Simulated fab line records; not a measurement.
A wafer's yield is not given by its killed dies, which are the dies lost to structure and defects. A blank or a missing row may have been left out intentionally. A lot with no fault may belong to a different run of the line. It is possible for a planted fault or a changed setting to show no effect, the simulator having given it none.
A lot that was struck, set against a sound lot :: flow nand harc :: 35 out of 1302 route steps
Sound: wafers L375.1, L375.2, L375.3. Struck: wafer L382.3 (L382.2, L382.4, from the same lot, were not struck and are left out); the cause is given at the end.
At each step with rows: each side's tool, then ch and its chambers, then its first start. Under that, the readings that differ: sound wafers :: struck wafers :: difference of the means :: sigmas: that difference in standard deviations of wafers without a fault.
alike: readings with means less than 2 such deviations apart, plus words and numbers identical on both sides. not compared: withheld readings, readings lacking a value on some wafer, bounds such as >300 that could conceal the same value, and numbers that have no deviation in the record and whose values overlap.
Wherever a step has rows on one side only, a row that says differs or no value, or a row with sigmas, the two part there. Non-overlapping numbers with no deviation appear without sigmas and do not part them. A reading missing from all wafers of one side parts the sides only when that side holds two or more wafers.

first, 5 steps without rows for these wafers: NHARC_A_CHANNEL_HOLE_D2_SOFTBAKE_05 (time 55 s); NHARC_A_CHANNEL_HOLE_D2_EBR_06; NHARC_A_CHANNEL_HOLE_D2_EXPOSE_07 (exposes mask HOLE D2, target cd 100 nm); NHARC_A_CHANNEL_HOLE_D2_PEB_08 (peb time 65 s); NHARC_A_CHANNEL_HOLE_D2_DEVELOP_09 (develop time 35 s).
NHARC_A_CHANNEL_HOLE_D2_CD_MEAS_10 targets a cd of 100 nm.
  sound on cd sem-02 ch 0, day 14 21:31; struck on cd sem-03 ch 0, day 17 16:04
reading: cd nm (nm)
sound: 99.1 99.7 98.9
struck: 101.0
difference: +1.8
sigmas: +3
NHARC_A_CHANNEL_HOLE_D2_OVL_MEAS_11:
  sound: overlay-02 at day 14 21:37; struck: overlay-01 at day 17 16:09
reading: overlay x nm (nm)
sound: 0.2 -0.1 1.0
struck: -1.2
difference: -1.6
sigmas: -2
  alike: overlay y nm
NHARC_A_CHANNEL_HOLE_D2_INSPECT_12:
  sound: defect inspect-01 at day 14 21:39; struck: defect inspect-01 at day 17 16:11
reading: raw defect count
sound: 6 7 7
struck: 60
difference: +53
sigmas: +3
NHARC_A_CHANNEL_HOLE_D2_DESCUM_15: chemistry O2, time 3 s.
  sound on rie diel-10 ch 0,1,3, day 14 21:43; struck on rie diel-10 ch 2, day 17 16:15
reading: rf hours counter h (h)
sound: 3.9 4.1 2.7
struck: 8.7
difference: +5.1
sigmas: 
  alike: drypump motor current A, oes product au, rf vpp V, showerhead plenum p Torr, throttle valve pct
then, 2 steps without rows for these wafers: NHARC_A_CHANNEL_HOLE_D2_ETCH_38 (etches the open film in CF4, target depth 39 nm, time 65 s); NHARC_A_CHANNEL_HOLE_D2_ETCH_39 (etches the open film in N2/H2, target depth 260 nm, time 325 s).
NHARC_A_CHANNEL_HOLE_D2_ETCH_34: etches the open film in CF4/CHF3, target depth 154 nm, time 77 s.
  sound: rie diel-10 ch 0,2,3; struck: rie diel-10 ch 1
reading: drypump motor current A (A)
sound: 6.1 6.2 5.6
struck: 4.9
difference: -1.1
sigmas: -2

reading: oes product au (a.u.)
sound: 0.972 0.988 0.949
struck: 0.937
difference: -0.033
sigmas: -2

reading: rf hours counter h (h)
sound: 4.2 4.1 4.3
struck: 7.7
difference: +3.5
sigmas: 
  alike: chf3 flow sccm, rf vpp V, showerhead plenum p Torr, throttle valve pct
NHARC_A_CHANNEL_HOLE_D2_ETCH_16: etches the open film in O2/COS, target depth 3100 nm, time 806 s.
  sound on rie diel-10 ch 0,2,3, day 14 22:14; struck on rie diel-10 ch 2, day 17 16:50
reading: rf hours counter h (h)
sound: 4.2 4.4 4.4
struck: 9.0
difference: +4.7
sigmas: 
  alike: drypump motor current A, oes product au, rf vpp V, showerhead plenum p Torr, throttle valve pct
NHARC_A_CHANNEL_HOLE_D2_CD_MEAS_18:
  sound: cd sem-02 at day 14 22:49; struck: cd sem-03 at day 17 17:22
reading: cd nm (nm)
sound: 101.7 98.1 96.4
struck: 103.2
difference: +4.5
sigmas: +2
NHARC_A_CHANNEL_HOLE_D2_ETCH_19: etches the open film in C4F8/O2/Ar, time 34.5 s.
  sound on har etch-02 ch 0,1, day 15 00:04; struck on har etch-01 ch 0, day 17 17:27
  alike: drypump motor current A, showerhead plenum p Torr, temp c, throttle valve pct
  not compared: rf hours counter h
NHARC_A_CHANNEL_HOLE_D2_ETCH_20: etches the open film in C4F8/O2/Ar, time 361.9 s, target depth 1600 nm.
  sound on har etch-02 ch 0,1, day 15 00:10; struck on har etch-01 ch 0, day 17 17:36
  alike: drypump motor current A, showerhead plenum p Torr, temp c, throttle valve pct
  not compared: rf hours counter h
NHARC_A_CHANNEL_HOLE_D2_ETCH_21: etches the open film in C4F8/O2/Ar, time 514.3 s, target depth 1600 nm.
  sound on har etch-02 ch 0,1, day 15 00:29; struck on har etch-01 ch 0, day 17 17:56
  alike: drypump motor current A, showerhead plenum p Torr, temp c, throttle valve pct
  not compared: rf hours counter h
then, 13 steps without rows for these wafers: NHARC_A_CHANNEL_HOLE_D2_ETCH_22 (etches the open film in C4F8/O2/Ar, time 666.7 s, target depth 1600 nm); NHARC_A_CHANNEL_HOLE_D2_ETCH_23 (etches the open film in C4F8/O2/Ar, time 819 s, target depth 1600 nm); NHARC_A_CHANNEL_HOLE_D2_ETCH_24 (etches the open film in C4F8/O2/Ar, time 906.2 s, target depth 1500 nm); NHARC_A_CHANNEL_HOLE_D2_ETCH_25 (etches the open film in C4F8/O2/Ar, time 1040.2 s, target depth 1500 nm); NHARC_A_CHANNEL_HOLE_D2_ETCH_26 (etches the open film in C4F8/O2/Ar, time 224.1 s, target depth 300 nm); NHARC_A_CHANNEL_HOLE_D2_ETCH_27 (etches the open film in C4F8/O2/Ar, time 90 s, target depth 400 nm); NHARC_A_CHANNEL_HOLE_D2_STRIP_41 (strips in N2/H2); NHARC_A_CHANNEL_HOLE_D2_STRIP_42 (strips in CF4/CHF3); NHARC_A_CHANNEL_HOLE_D2_STRIP_43 (strips in O2/COS); NHARC_A_CHANNEL_HOLE_D2_ETCH_44 (etches the open film in CF4/O2, target depth 140 nm, overetch 14 nm, time 77 s); NHARC_A_CHANNEL_HOLE_D2_STRIP_28 (strips in O2); NHARC_A_CHANNEL_HOLE_D2_PRECLEAN_29 (cleans in SC1); NHARC_A_CHANNEL_HOLE_D2_SRD_30.
NHARC_A_CHANNEL_HOLE_D2_CD_MEAS_31:
  sound: cd sem-01 at day 15 05:37; struck: cd sem-03 at day 17 22:55
  alike: cd nm
then, 1 step without rows for these wafers: NHARC_A_CHANNEL_HOLE_D2_XSEM_32.
NHARC_A_CHANNEL_HOLE_D2_INSPECT_40:
  sound: defect inspect-01 at day 15 05:48; struck: defect inspect-02 at day 17 23:06
reading: raw defect count
sound: 231 186 286
struck: 1404
difference: +1170
sigmas: +16
then, 1 step without rows for these wafers: NHARC_A_CHANNEL_FILL_D2_PRECLEAN_00 (cleans in SC1).
-- jump in the record: it breaks off in module A_CHANNEL_FILL_D2 and resumes in module END (first step shown: number 1302 of the route), and 11 days separate the struck wafers' starts before and after --
NHARC_END_SORT_01:
  sound on prober-02 ch 0, day 26 00:43; struck on prober-02 ch 0, day 28 12:28
reading: killed at array
sound: 29 54 59
struck: 153
difference: +106
sigmas: +6

reading: killed at other
sound: 4 2 6
struck: 1
difference: -3
sigmas: -2

reading: killed dies
sound: 33 61 68
struck: 158
difference: +104
sigmas: +6
  alike: killed at periphery, killed open, killed short

## WHERE THEY PART
At NHARC_A_CHANNEL_HOLE_D2_CD_MEAS_10 first; at NHARC_END_SORT_01 last (within this record only).

WHY: what the simulator had put in
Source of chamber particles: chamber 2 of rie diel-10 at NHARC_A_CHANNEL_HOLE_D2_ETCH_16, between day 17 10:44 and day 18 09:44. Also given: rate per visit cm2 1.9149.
